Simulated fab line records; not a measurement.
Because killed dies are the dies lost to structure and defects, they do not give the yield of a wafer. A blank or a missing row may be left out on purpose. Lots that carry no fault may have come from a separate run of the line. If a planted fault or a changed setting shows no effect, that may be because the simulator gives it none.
fab line records    flow n5Finfet
record lots=7  wafers=21
route steps=1938 shown SD_EPI_N@268 SD_ACTIVATION@330 SDB@373 HKMG_FIN@403 MOL_CONTACT_COAG@535 BEOL_M0_SAQP@658
startH: the number of hours between the record's first day and the start of the first shown wafer of the lot    waitH: hours since the lot's step before    " same as the row above    L1.1+2: several wafers, shown together as one row    - no value, or no start was given    * or withheld: withheld    < > ~ a bound
route shown NAME@n: names a module that has steps shown in the file, with the first one's number in the route    usual: mean/standard deviation taken from wafers without a fault    same: alike in all rows    chamber/n: place in a boat    sites: per-site readings    _std_site: the standard deviation of these    _edge_site: mean of outer sites minus mean of inner sites    radiusMm: for every site, how far away it sits from the centre of the wafer    mask NAME#n: copy n    behind: the tool/chamber that last shaped the wafer    hold: why the lot was held/for how many hours/how that ended    device: the n, p or np transistor that did not switch    end of line: the route-end tests of the same wafers    where a step has no rows: the recipe by itself    killed: count of dies lost to structure and defects at first sort (not the wafer's yield)    map: per-die view of a wafer (x killed, . not killed, _ where there is no die)
set.NAME: the setting as run; set.NAME@STEP: as run at that earlier step    model.NAME: the simulator's own value behind a step, which no gauge read
lots where settings were altered on purpose, with a table for each step and a row for each wafer
## steps
# step N5_SD_EPI_N_PEB_07
# recipe pebTempC=110  pebTimeS=60  resist=CAR-ArF-block
lot.wafer   tool           chamber  startH  waitH  set.pebTempC
L075.1      lithoTrack-03  0        59.27   0.1    113.5
L075.5+6    "              0        "       "      110
L083.2+5+6  lithoTrack-02  0        103.12  0.0    110
L086.2+3    lithoTrack-03  0        126.03  0.0    113.5
L086.4      "              0        "       "      110
L087.1+4+6  lithoTrack-05  0        129.57  0.1    110
L090.1+4+5  lithoTrack-03  0        145.25  0.1    110
L091.2+4+6  lithoTrack-02  0        150.87  0.0    110
L095.1+2    lithoTrack-02  0        175.75  0.1    106.4
L095.3      "              0        "       "      110
# step N5_SD_EPI_N_DEVELOP_08
# recipe developTimeS=30  developer=TMAH  resist=CAR-ArF-block  devTempC=23  rinseLiquid=diw  dry=airSpin
# step N5_SD_EPI_N_CD_MEAS_09
# recipe targetCdNm=120  landingEnergyEv=500  detector=seInlens
# usual cdNm=120.1/0.48
lot.wafer  tool      chamber  startH  waitH  set.pebTempC@SD_EPI_N_PEB_07  cdNm
L075.1     cdSem-02  0        59.34   -      113.5                         128.4
L075.5     "         0        "       "      110                           120.9
L075.6     "         0        "       "      110                           120.3
L083.2     cdSem-02  0        103.19  -      110                           120.3
L083.5     "         0        "       "      110                           120.5
L083.6     "         0        "       "      110                           120.5
L086.2     cdSem-02  0        126.10  -      113.5                         128.9
L086.3     "         0        "       "      113.5                         128.7
L086.4     "         0        "       "      110                           120.7
L087.1     cdSem-02  0        129.64  -      110                           119.5
L087.4     "         0        "       "      110                           119.7
L087.6     "         0        "       "      110                           119.9
L090.1     cdSem-03  0        145.31  -      110                           119.5
L090.4     "         0        "       "      110                           119.8
L090.5     "         0        "       "      110                           120.1
L091.2     cdSem-01  0        150.94  -      110                           119.7
L091.4     "         0        "       "      110                           120.8
L091.6     "         0        "       "      110                           120.2
L095.1     cdSem-03  0        175.82  -      106.4                         109.0
L095.2     "         0        "       "      106.4                         109.1
L095.3     "         0        "       "      110                           119.5
# step N5_SD_EPI_N_DESCUM_14
# recipe chemistry=O2  timeS=7.9  sourcePowerW=50  biasPowerW=20  pressureMtorr=20  rfFrequencyHz=2.712e+07  tempC=40  resist=CAR-ArF-block  o2FlowSccm=225
lot.wafer   tool        chamber  startH  waitH  set.pebTempC@SD_EPI_N_PEB_07  model.SD_EPI_N.cdNm
L075.1      rieDiel-04  0        59.56   0.2    113.5                         128.6
L075.5      "           3        "       "      110                           121.2
L075.6      "           0        "       "      110                           120.6
L083.2+5+6  rieDiel-02  1,0,1    103.32  0.1    110                           120
L086.2      rieDiel-01  2        126.19  0.0    113.5                         128.8
L086.3      "           3        "       "      113.5                         128.4
L086.4      "           0        "       "      110                           120.6
L087.1      rieDiel-01  2        129.76  0.1    110                           119.2
L087.4      "           1        "       "      110                           119.6
L087.6      "           3        "       "      110                           120.2
L090.1      rieDiel-02  0        145.40  0.0    110                           119.2
L090.4+5    "           3,0      "       "      110                           120
L091.2      rieDiel-04  2        151.03  0.0    110                           120
L091.4      "           1        "       "      110                           120.6
L091.6      "           0        "       "      110                           120.2
L095.1+2    rieDiel-04  2,1      175.91  0.0    106.4                         109.2
L095.3      "           0        "       "      110                           119.2
# step N5_SD_EPI_N_ETCH_34
# recipe chemistry=CF4  target=SiARC  targetDepthA=455  maskMaterial=CAR-ArF-block  timeS=75.8  ionEnergyEv=80  pressureMtorr=40  sourceW=545  biasW=36  Ar_flow_sccm=100  cf4FlowSccm=100  ends=cleared
# step N5_SD_EPI_N_ETCH_35
# recipe chemistry=N2/H2  target=SOC  overetchA=1080  maskMaterial=SiARC  tempC=40  ionEnergyEv=100  sourceW=3000  biasW=133  pressureMtorr=20  timeS=486  n2FlowSccm=200  h2FlowSccm=200
lot.wafer  tool        chamber  startH  waitH  set.pebTempC@SD_EPI_N_PEB_07  model.SD_EPI_N.cdNm
L075.1     rieDiel-04  0        59.65   0.0    113.5                         126.8
L075.5     "           3        "       "      110                           121.8
L075.6     "           0        "       "      110                           119.6
L083.2+5   rieDiel-02  1,0      103.41  0.0    110                           120.4
L083.6     "           1        "       "      110                           120.6
L086.2     rieDiel-01  2        126.28  0.0    113.5                         127.6
L086.3     "           3        "       "      113.5                         128
L086.4     "           0        "       "      110                           120
L087.1+4   rieDiel-01  2,1      129.86  0.0    110                           118.8
L087.6     "           3        "       "      110                           119.6
L090.1+4   rieDiel-02  0,3      145.49  0.0    110                           119
L090.5     "           0        "       "      110                           120.2
L091.2+4   rieDiel-04  2,1      151.12  0.0    110                           120
L091.6     "           0        "       "      110                           119
L095.1     rieDiel-04  2        176.00  0.0    106.4                         108.8
L095.2     "           1        "       "      106.4                         108.2
L095.3     "           0        "       "      110                           118.2
# step N5_SD_EPI_N_ETCH_16
# recipe chemistry=CHF3/O2  target=SiO2  targetDepthA=50  maskMaterial=SOC  pressureMtorr=30  sourceW=650  biasW=170  Ar_flow_sccm=200  CHF3_flow_sccm=50  O2_flow_sccm=5  ionEnergyEv=200
lot.wafer  tool        chamber  startH  waitH  set.targetDepthA  model.etch.depthNm
L075.1     rieDiel-04  0        60.17   0.1    53.36             5.311
L075.5     "           3        "       "      53.36             5.428
L075.6     "           0        "       "      50                4.951
L083.2     rieDiel-02  1        103.94  0.1    50                5.089
L083.5     "           0        "       "      47.11             4.753
L083.6     "           1        "       "      50                5.109
L086.2     rieDiel-01  2        126.80  0.1    53.48             5.439
L086.3     "           3        "       "      50                5.07
L086.4     "           0        "       "      50                5.088
L087.1     rieDiel-01  2        130.38  0.1    50                5.053
L087.4     "           1        "       "      50                5
L087.6     "           3        "       "      48.11             4.872
L090.1     rieDiel-02  0        146.02  0.1    50                5.107
L090.4     "           3        "       "      50                4.979
L090.5     "           0        "       "      50                5.051
L091.2     rieDiel-04  2        151.64  0.1    50                5.04
L091.4     "           1        "       "      50                5.138
L091.6     "           0        "       "      50                4.95
L095.1     rieDiel-04  2        176.52  0.1    50                5.09
L095.2     "           1        "       "      46.54             4.786
L095.3     "           0        "       "      50                4.972
# step N5_SD_EPI_N_EPI_21
# recipe material=Si:P  dopant=P  tempC=680  pressureTorr=255  timeS=690
lot.wafer  tool         chamber  startH  waitH  set.tempC  model.Si-P_of_SD_EPI_N_EPI_21.thkNm
L075.1     epiRpcvd-03  0        61.44   0.2    680        59
L075.5     "            0        62.94   1.5    682.4      61.8
L075.6     "            0        "       "      680        59.8
L083.2     epiRpcvd-03  0        105.27  0.4    680        57.2
L083.5     "            0        "       "      683.1      61.6
L083.6     "            0        "       "      680        57.6
L086.2     epiRpcvd-01  0        128.16  0.4    677.4      56.2
L086.3     "            0        "       "      680        58.4
L086.4     "            0        "       "      677.4      55.6
L087.1     epiRpcvd-04  0        131.46  0.1    677        55.2
L087.4     "            0        "       "      677        55.6
L087.6     "            0        "       "      680        57.8
L090.1     epiRpcvd-01  0        147.08  0.1    681.4      60.2
L090.4     "            0        "       "      680        58.8
L090.5     "            0        "       "      680        60
L091.2     epiRpcvd-01  0        152.98  0.4    680        58.8
L091.4     "            0        "       "      680        58.2
L091.6     "            0        "       "      680        58.4
L095.1     epiRpcvd-03  0        177.58  0.1    680        59.4
L095.2     "            0        "       "      680        58.8
L095.3     "            0        "       "      684.4      63.4
# step N5_SD_EPI_N_PRECLEAN_24
# recipe chemistry=O3/DIW  timeS=60  tempC=22  o3Ppm=10
# step N5_SD_ACTIVATION_RTA_00
# recipe tempC=975  timeS=0  ambient=N2  idleTempC=600  rampUpCPerS=150  rampDownCPerS=60  coolToC=600
# step N5_SD_ACTIVATION_LSA_01
# recipe tempC=1080  timeS=0.0008  ambient=N2
# step N5_SD_ACTIVATION_RS_MEAS_03
# recipe thkMeasGauge=four-point-probe
# usual RS_SD_N=21.92/0.3  RS_SD_P=55.7/0.96
lot.wafer  tool          chamber  startH  waitH  set.tempC@SD_EPI_N_EPI_21  RS_SD_N[ohm/sq]  RS_SD_P[ohm/sq]
L075.1     filmMetro-01  -        70.37   0.2    680                        22.10            55.7
L075.5     "             -        "       "      682.4                      21.23            55.7
L075.6     "             -        "       "      680                        21.72            55.1
L083.2     filmMetro-02  -        112.77  0.2    680                        22.44            57.1
L083.5     "             -        "       "      683.1                      21.06            57.8
L083.6     "             -        "       "      680                        22.37            58.1
L086.2     filmMetro-01  -        138.54  0.2    677.4                      22.89            55.1
L086.3     "             -        "       "      680                        21.83            54.4
L086.4     "             -        "       "      677.4                      23.01            54.7
L087.1     filmMetro-02  -        138.72  0.2    677                        23.34            55.7
L087.4     "             -        "       "      677                        23.08            55.3
L087.6     "             -        "       "      680                        22.30            55.4
L090.1     filmMetro-02  -        154.58  0.2    681.4                      21.41            55.1
L090.4     "             -        "       "      680                        21.81            55.6
L090.5     "             -        "       "      680                        21.32            55.5
L091.2     filmMetro-02  -        159.80  0.2    680                        21.81            56.5
L091.4     "             -        "       "      680                        22.27            57.2
L091.6     "             -        "       "      680                        22.17            57.1
L095.1     filmMetro-01  -        184.70  0.2    680                        21.78            54.3
L095.2     "             -        "       "      680                        22.01            55.0
L095.3     "             -        "       "      684.4                      20.30            54.6
# step N5_SDB_ALD_29
# recipe material=SiNx  targetThkA=300  tempC=400  aldPrecursorFamily=SiH2I2  aldCoReactant=N2/H2-plasma  pulseTimeS=1  aldCycles=600  purgeTimeS=2  coReactantPurgeTimeS=2  pressureTorr=2
lot.wafer  tool       chamber  startH  waitH  set.aldCycles  model.SiNx_of_SDB_ALD_29.thkNm
L075.1+5   aldSin-03  1,2      80.80   0.0    646            32.4
L075.6     "          1        82.15   1.4    600            30
L083.2     aldSin-02  3        121.00  0.4    600            30
L083.5     "          3        122.36  1.8    653            33
L083.6     "          0        "       "      653            32.8
L086.2     aldSin-02  2        146.35  0.0    570            28.4
L086.3     "          1        "       "      600            29.8
L086.4     "          0        "       "      600            30
L087.1+6   aldSin-03  1        148.62  0.4    600            30
L087.4     "          0        "       "      600            29.8
L090.1     aldSin-02  0        163.22  0.0    648            32.2
L090.4     "          3        "       "      648            32.4
L090.5     "          1        164.58  1.4    600            30
L091.2     aldSin-03  2        169.11  0.3    600            29.8
L091.4     "          3        "       "      600            30.2
L091.6     "          3        170.46  1.7    600            30
L095.1     aldSin-04  1        193.51  0.0    600            30
L095.2     "          2        "       "      600            30.2
L095.3     "          3        "       "      697            34.8
# step N5_HKMG_FIN_ETCH_55
# recipe chemistry=N2/H2  target=SOC  targetDepthA=2400  tempC=40  timeS=300  ionEnergyEv=200  maskMaterial=SiARC  pressureMtorr=30  sourceW=840  biasW=150  n2FlowSccm=200  h2FlowSccm=200
# usual rfVppV=525.2/2
lot.wafer  tool        chamber  startH  waitH  set.biasW  rfVppV  model.HKMG_FIN.featureDepthNm  model.etch.depthNm  model.SiARC_of_HKMG_FIN_COAT_42.thkNm
L075.1     rieDiel-02  1        85.45   0.0    129.8      479.5   222.6                          222.7               23.8
L075.5     "           1        "       "      129.8      479.9   224.2                          224.2               23.8
L075.6     "           0        "       "      129.8      480.5   225.6                          225.7               23.4
L083.2     rieDiel-02  0        125.98  0.0    135.7      492.9   234.6                          234.6               22.6
L083.5     "           2        "       "      150        523.0   242.8                          242.7               20.8
L083.6     "           3        "       "      135.7      495.5   228.2                          228.2               22.8
L086.2     rieDiel-02  3        151.15  0.0    150        528.5   236.2                          236.2               21.4
L086.3     "           0        "       "      165.7      559.6   257.6                          257.5               19.2
L086.4     "           1        "       "      165.7      560.3   251.6                          251.7               19.6
L087.1     rieDiel-02  0        153.43  0.0    129.9      480.1   224.4                          224.4               23.4
L087.4     "           1        "       "      150        525.2   237.4                          237.4               21.2
L087.6     "           3        "       "      129.9      481.1   218.2                          218.2               23.8
L090.1     rieDiel-04  2        169.57  0.0    161.4      549.8   253.6                          253.7               19.6
L090.4     "           1        "       "      161.4      547.0   251.4                          251.5               19.8
L090.5     "           3        "       "      150        524.2   245.2                          245.3               21
L091.2     rieDiel-02  2        173.96  0.0    150        522.5   240                            240                 21
L091.4     "           3        "       "      150        526.7   235.6                          235.5               21.6
L091.6     "           2        "       "      150        523.6   238                            238                 21.2
L095.1     rieDiel-04  1        198.15  0.0    163.1      548.6   253.6                          253.7               19.6
L095.2     "           2        "       "      163.1      553.6   253.6                          253.6               19.6
L095.3     "           3        "       "      150        524.5   244.6                          244.5               21
# step N5_MOL_CONTACT_COAG_CONTACT_ETCH_14
# recipe chemistry=C4F6/O2  target=SiO2  targetDepthA=275  overetchA=85  maskMaterial=SOC  pressureMtorr=30  sourceW=370  biasW=185  Ar_flow_sccm=300  C4F6_flow_sccm=16  O2_flow_sccm=10  timeS=20  ionEnergyEv=259.6
# usual rfVppV=694.2/2.4
lot.wafer  tool        chamber  startH  waitH  set.sourceW  rfVppV
L075.1     rieDiel-01  1        101.33  0.0    324.9        723.5
L075.5     "           0        "       "      370          698.4
L075.6     "           3        "       "      324.9        718.0
L083.2     rieDiel-04  3        141.38  0.0    370          695.8
L083.5     "           1        "       "      370          691.3
L083.6     "           2        "       "      370          693.7
L086.2     rieDiel-02  1        168.79  0.0    313.2        732.3
L086.3     "           3        "       "      370          693.9
L086.4     "           2        "       "      370          693.5
L087.1     rieDiel-01  3        171.09  0.0    370          690.3
L087.4     "           0        "       "      370          697.9
L087.6     "           1        "       "      430.6        663.1
L090.1     rieDiel-02  0        186.31  0.0    408.9        671.6
L090.4     "           2        "       "      408.9        672.8
L090.5     "           0        "       "      370          695.5
L091.2     rieDiel-01  3        190.68  0.0    370          689.1
L091.4     "           1        "       "      370          695.2
L091.6     "           2        "       "      370          697.4
L095.1     rieDiel-01  0        214.41  0.0    370          696.9
L095.2     "           1        "       "      319.8        727.3
L095.3     "           2        "       "      370          698.9
# step N5_MOL_CONTACT_COAG_ETCH_67
# recipe chemistry=N2/H2  target=SOC  targetDepthA=600  overetchA=210  maskMaterial=SiARC  tempC=40  timeS=101.2  ionEnergyEv=200  pressureMtorr=30  sourceW=840  biasW=150  n2FlowSccm=200  h2FlowSccm=200
# usual rfVppV=524.6/1.8
lot.wafer  tool        chamber  startH  waitH  set.sourceW  rfVppV
L075.1     rieDiel-02  3        113.04  0.0    900.9        514.0
L075.5     "           2        "       "      840          523.8
L075.6     "           1        "       "      900.9        512.7
L083.2     rieDiel-04  1        153.43  0.0    840          522.5
L083.5     "           2        "       "      840          525.1
L083.6     "           0        "       "      898.7        511.5
L086.2     rieDiel-02  0        182.49  0.0    840          526.0
L086.3     "           3        "       "      694.5        560.5
L086.4     "           1        "       "      840          526.0
L087.1     rieDiel-04  2        183.24  0.0    840          525.0
L087.4     "           0        "       "      840          521.8
L087.6     "           1        "       "      840          522.0
L090.1     rieDiel-04  3        197.26  0.0    840          525.4
L090.4     "           0        "       "      840          522.9
L090.5     "           3        "       "      944.9        505.6
L091.2     rieDiel-01  0        200.87  0.0    840          527.1
L091.4     "           2        "       "      840          528.6
L091.6     "           3        "       "      840          521.9
L095.1     rieDiel-02  0        227.62  0.0    786.2        537.1
L095.2     "           1        "       "      840          525.0
L095.3     "           3        "       "      786.2        537.4
# step N5_BEOL_M0_SAQP_MANDREL_ETCH_20
# recipe targetDepthA=600  chemistry=HBr/Cl2  target=a-Si  stopOn=SiNx  btTimeS=10  maskMaterial=SOC  overEtchFrac=0.5  timeS=30  pressureMtorr=10  icpW=800  biasW=75  HBr_flow_sccm=150  Cl2_flow_sccm=80  ends=endPoint
lot.wafer  tool      chamber  startH  waitH  set.biasW  model.SiNx_of_BEOL_M0_SAQP_PECVD_97.thkNm
L075.1     rieSi-03  2        119.94  0.0    75         18
L075.5+6   "         3,0      "       "      75         18.4
L083.2     rieSi-05  0        160.54  0.0    75         18.2
L083.5     "         2        "       "      64.96      19
L083.6     "         1        "       "      64.96      19.2
L086.2     rieSi-05  1        188.67  0.0    75         17.8
L086.3     "         3        "       "      75         18
L086.4     "         0        "       "      75         18.2
L087.1     rieSi-04  1        192.60  0.0    75         17.8
L087.4     "         2        "       "      75         18.4
L087.6     "         3        "       "      63.27      19.4
L090.1     rieSi-05  1        204.90  0.0    80.78      17.2
L090.4+5   "         3,1      "       "      75         17.8
L091.2     rieSi-03  3        207.95  0.0    75         18
L091.4     "         0        "       "      75         18.6
L091.6     "         3        "       "      75         18.4
L095.1+3   rieSi-04  0,3      235.04  0.0    75         17.4
L095.2     "         2        "       "      75         17.6
# step N5_BEOL_M0_SAQP_STRIP_86
# recipe chemistry=N2/H2  powerW=500  tempC=40  pressureMtorr=50  rfFrequencyHz=6e+07  overashFraction=0.3  biasPowerW=28  h2Frac=0.5  n2FlowSccm=300  h2FlowSccm=300
# step N5_BEOL_M0_SAQP_STRIP_115
# recipe chemistry=postEtchResidueRemover  timeS=60  tempC=25  removerPh=withheld  removerWaterWtPct=withheld  removerFluorideWtPct=withheld
# step N5_BEOL_M0_SAQP_SRD_93
# recipe dry=ipaMarangoni  timeS=30  tempC=23  rinseLiquid=diw
# step N5_BEOL_M0_SAQP_RECESS_114
# recipe chemistry=HF/NH3  target=SiO2  targetDepthA=144  afsCycles=3  tempC=30  sublimationTempC=180  sublimationTimeS=60
lot.wafer  tool          chamber  startH  waitH  set.biasW@BEOL_M0_SAQP_MANDREL_ETCH_20  model.SiNx_of_BEOL_M0_SAQP_PECVD_97.thkNm
L075.1     vaporEtch-01  1        120.17  0.0    75                                      15.4
L075.5     "             0        "       "      75                                      15.8
L075.6     "             1        "       "      75                                      16
L083.2     vaporEtch-02  0        160.96  0.0    75                                      15.6
L083.5     "             0        "       "      64.96                                   16.4
L083.6     "             1        "       "      64.96                                   16.6
L086.2+3   vaporEtch-02  1,0      188.90  0.0    75                                      15.4
L086.4     "             1        "       "      75                                      15.6
L087.1     vaporEtch-02  0        192.83  0.0    75                                      15.4
L087.4     "             0        "       "      75                                      15.8
L087.6     "             0        "       "      63.27                                   16.8
L090.1     vaporEtch-02  1        205.14  0.0    80.78                                   14.6
L090.4+5   "             0,1      "       "      75                                      15.2
L091.2     vaporEtch-01  1        208.18  0.0    75                                      15.6
L091.4     "             1        "       "      75                                      16
L091.6     "             1        "       "      75                                      15.8
L095.1+3   vaporEtch-02  0,1      235.31  0.0    75                                      14.8
L095.2     "             1        "       "      75                                      15
## key
split step=N5_SD_EPI_N_PEB_07  setting=pebTempC  stated=110  by=wafer
response step=N5_SD_EPI_N_CD_MEAS_09  reading=cdNm  change=+2.74  per=1%  r=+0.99
response step=N5_SD_EPI_N_DESCUM_14  reading=model.SD_EPI_N.cdNm  change=+2.67  per=1%  r=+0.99
response step=N5_SD_EPI_N_ETCH_35  reading=model.SD_EPI_N.cdNm  change=+2.45  per=1%  r=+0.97
split step=N5_SD_EPI_N_ETCH_16  setting=targetDepthA  stated=50  by=wafer
response step=N5_SD_EPI_N_ETCH_16  reading=model.etch.depthNm  change=+0.0507  per=1%  r=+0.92
split step=N5_SD_EPI_N_EPI_21  setting=tempC  stated=680  by=wafer
response step=N5_SD_EPI_N_EPI_21  reading=model.Si-P_of_SD_EPI_N_EPI_21.thkNm  change=+6.81  per=1%  r=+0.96
response step=N5_SD_ACTIVATION_RS_MEAS_03  reading=RS_SD_N  change=-2.42  per=1%  r=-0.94
split step=N5_SDB_ALD_29  setting=aldCycles  stated=600  by=wafer
response step=N5_SDB_ALD_29  reading=model.SiNx_of_SDB_ALD_29.thkNm  change=+0.299  per=1%  r=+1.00
split step=N5_HKMG_FIN_ETCH_55  setting=biasW  stated=150  by=wafer
response step=N5_HKMG_FIN_ETCH_55  reading=rfVppV  change=+3.15  per=1%  r=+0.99
response step=N5_HKMG_FIN_ETCH_55  reading=model.HKMG_FIN.featureDepthNm  change=+1.27  per=1%  r=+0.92
response step=N5_HKMG_FIN_ETCH_55  reading=model.etch.depthNm  change=+1.27  per=1%  r=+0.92
response step=N5_HKMG_FIN_ETCH_55  reading=model.SiARC_of_HKMG_FIN_COAT_42.thkNm  change=-0.182  per=1%  r=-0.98
split step=N5_MOL_CONTACT_COAG_CONTACT_ETCH_14  setting=sourceW  stated=370  by=wafer
response step=N5_MOL_CONTACT_COAG_CONTACT_ETCH_14  reading=rfVppV  change=-2.13  per=1%  r=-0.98
split step=N5_MOL_CONTACT_COAG_ETCH_67  setting=sourceW  stated=840  by=wafer
response step=N5_MOL_CONTACT_COAG_ETCH_67  reading=rfVppV  change=-1.79  per=1%  r=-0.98
split step=N5_BEOL_M0_SAQP_MANDREL_ETCH_20  setting=biasW  stated=75  by=wafer
response step=N5_BEOL_M0_SAQP_MANDREL_ETCH_20  reading=model.SiNx_of_BEOL_M0_SAQP_PECVD_97.thkNm  change=-0.0766  per=1%  r=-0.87
response step=N5_BEOL_M0_SAQP_RECESS_114  reading=model.SiNx_of_BEOL_M0_SAQP_PECVD_97.thkNm  change=-0.0733  per=1%  r=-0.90
